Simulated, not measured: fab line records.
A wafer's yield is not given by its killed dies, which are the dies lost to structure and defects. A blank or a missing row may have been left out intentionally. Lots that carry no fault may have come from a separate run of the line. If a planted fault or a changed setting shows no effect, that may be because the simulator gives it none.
A lot that was struck, set against a sound lot    flow n5-finfet    15 out of 1938 route steps
Sound: wafers L774.1, L774.2, L774.5. Struck: wafer L784.6 (L784.4, L784.5, from the same lot, were not struck and are left out); the cause is given at the end.
Order at every step that has rows: each side's tool, ch and its chambers, its first start. Under that, the readings that differ: sound wafers    struck wafers    difference of the means    sigmas: that difference in standard deviations of wafers without a fault.
alike: readings with means less than 2 such deviations apart, plus words and numbers identical on both sides. not compared: withheld readings, readings lacking a value on some wafer, bounds such as >300 that could conceal the same value, and numbers that have no deviation in the record and whose values overlap.
The two part at a step that has a row with sigmas, a row that says differs or no value, or rows on one side only. When numbers do not overlap yet have no deviation, they are printed without sigmas and do not part them. Lack of a reading on every wafer of one side parts them only where that side has two or more wafers.

first, 8 steps without rows for these wafers: N5_MIM_TOP_LITHO_HMDS_01 (time 60 s); N5_MIM_TOP_LITHO_COAT_02; N5_MIM_TOP_LITHO_EBR_04; N5_MIM_TOP_LITHO_SOFTBAKE_03 (time 90 s); N5_MIM_TOP_LITHO_EXPOSE_05 (exposes mask MIM TOP, target cd 2000 nm); N5_MIM_TOP_LITHO_PEB_06; N5_MIM_TOP_LITHO_DEVELOP_07 (develop time 60 s); N5_MIM_TOP_LITHO_HARDBAKE_09 (time 120 s).
N5_MIM_TOP_LITHO_CD_MEAS_08 targets a cd of 2000 nm.
  sound on cd-sem-02 ch 0, day 12 19:31; struck on cd-sem-03 ch 0, day 15 01:04
  alike: cd-nm
N5_MIM_TOP_LITHO_OVL_MEAS_11:
  sound on overlay-02 ch 0, day 12 19:33; struck on overlay-01 ch 0, day 15 01:05
reading           sound      struck  difference  sigmas
MIM_TOP_OVL (nm)  -11 -6 -9  5       +14         +3
N5_MIM_TOP_LITHO_INSPECT_12: inspects for defects (macro).
  struck on defect-inspect-01, day 15 01:07; sound on defect-inspect-02, day 12 19:35
  alike: raw-defect-count
N5_MIM_TOP_LITHO_DESCUM_10: chemistry O2, time 7.9 s.
  sound on rie-diel-02 ch 1,2,3, day 12 19:37; struck on rie-diel-04 ch 0, day 15 01:09
  alike: chamber-pressure-mTorr, drypump-motor-current-A, oes-product-au, rf-fwd-power-W, rf-vpp-V, showerhead-plenum-p-Torr, throttle-valve-pct
  not compared: rf-hours-counter-h
N5_MIM_TOP_ETCH_ETCH_00: etches TiN in Cl2/BCl3, target depth 38.5 nm.
  sound on rie-metal-03 ch 0,1, day 12 19:42; struck on rie-metal-03 ch 1, day 15 01:16
reading                                   sound              struck  difference  sigmas
oes-product-au (a.u.)                     0.68 0.62 0.68     0.91    +0.25       +2
model.MIM_TOP_ETCH.feature-depth-nm (nm)  37.4 36.4 37.4     59.6    +22.5       
model.etch.depth-nm (nm)                  37.34 36.48 37.32  59.63   +22.58      
  alike: chamber-pressure-mTorr, drypump-motor-current-A, he-backside-leak-sccm, rf-fwd-power-W, throttle-valve-pct
  not compared: rf-hours-counter-h, model.coat_of_MIM_TOP_LITHO_COAT_02.thk-nm
N5_MIM_TOP_ETCH_STRIP_01: strips in O2.
  sound on rie-diel-06 ch 0,1,3, day 12 19:54; struck on rie-diel-01 ch 2, day 15 01:22
reading                 sound              struck  difference  sigmas
throttle-valve-pct (%)  16.43 16.48 16.47  17.05   +0.59       +2
  alike: chamber-pressure-mTorr, drypump-motor-current-A, oes-product-au, rf-vpp-V, showerhead-plenum-p-Torr
  not compared: rf-hours-counter-h
then, 1 step without rows for these wafers: N5_PASSIVATION_PROBE_49.

WHERE THEY PART
Earliest at N5_MIM_TOP_LITHO_OVL_MEAS_11; latest, in this record, at N5_MIM_TOP_ETCH_STRIP_01.

WHY: whatever the simulator had introduced
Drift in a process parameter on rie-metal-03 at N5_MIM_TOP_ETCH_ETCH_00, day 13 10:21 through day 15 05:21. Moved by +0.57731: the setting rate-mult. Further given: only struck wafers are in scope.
